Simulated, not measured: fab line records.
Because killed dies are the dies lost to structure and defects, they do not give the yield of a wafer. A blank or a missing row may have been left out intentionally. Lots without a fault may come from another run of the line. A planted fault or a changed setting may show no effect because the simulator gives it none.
Matching of chambers ; flow n5_finfet ; N5_FIN_SAQP_HM_DEP_72 on pecvd-02: 3 sister chambers
The step deposits SiO2 from SiH4/N2O, target thk 12 nm, time 7.2 s. 6 wafers are shown with their chamber, then 8 later ones without.

WAFERS, EACH WITH ITS CHAMBER
wafer;chamber;showerhead_plenum_p_Torr (Torr);heater_power_w (W)
L080.2;2;8.14;1033
L083.5;2;8.15;977
L084.5;0;7.95;802
L086.3;0;7.99;825
L086.6;1;7.90;813
L090.2;1;7.90;845

WAFERS WITH NO CHAMBER GIVEN
wafer;showerhead_plenum_p_Torr (Torr);heater_power_w (W)
L090.4;7.97;786
L090.5;7.91;861
L094.1;7.93;809
L094.2;7.98;706
L094.6;7.96;709
L095.1;7.97;750
L095.4;7.98;777
L095.6;7.90;885

WHICH CHAMBER EACH ONE RAN IN
wafer;from the rows above;in truth
L090.4;0;0
L090.5;1;1
L094.1;can't be placed: 1 or 0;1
L094.2;0;0
L094.6;can't be placed: 0 or 1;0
L095.1;0;0
L095.4;0;0
L095.6;1;1
Placed correctly: 6 of 8. These rows do not allow placing 2 (true chamber among the candidates in 2). Wrongly placed: 0.
How it was worked out, from the rows above alone: a wafer's distance from a chamber is the root of the sum, over the readings, of the square of ((its reading less the chamber's mean) divided by the reading's scatter). The wafer belongs to the nearest chamber; if the next one is less than 2 further off, it can't be placed. The mean given for a chamber averages the wafers shown for that chamber. How the scatter is found: for the shown wafers, subtract from each reading the mean of its chamber, square and add these, divide the total by (wafers less chambers), then take the root.
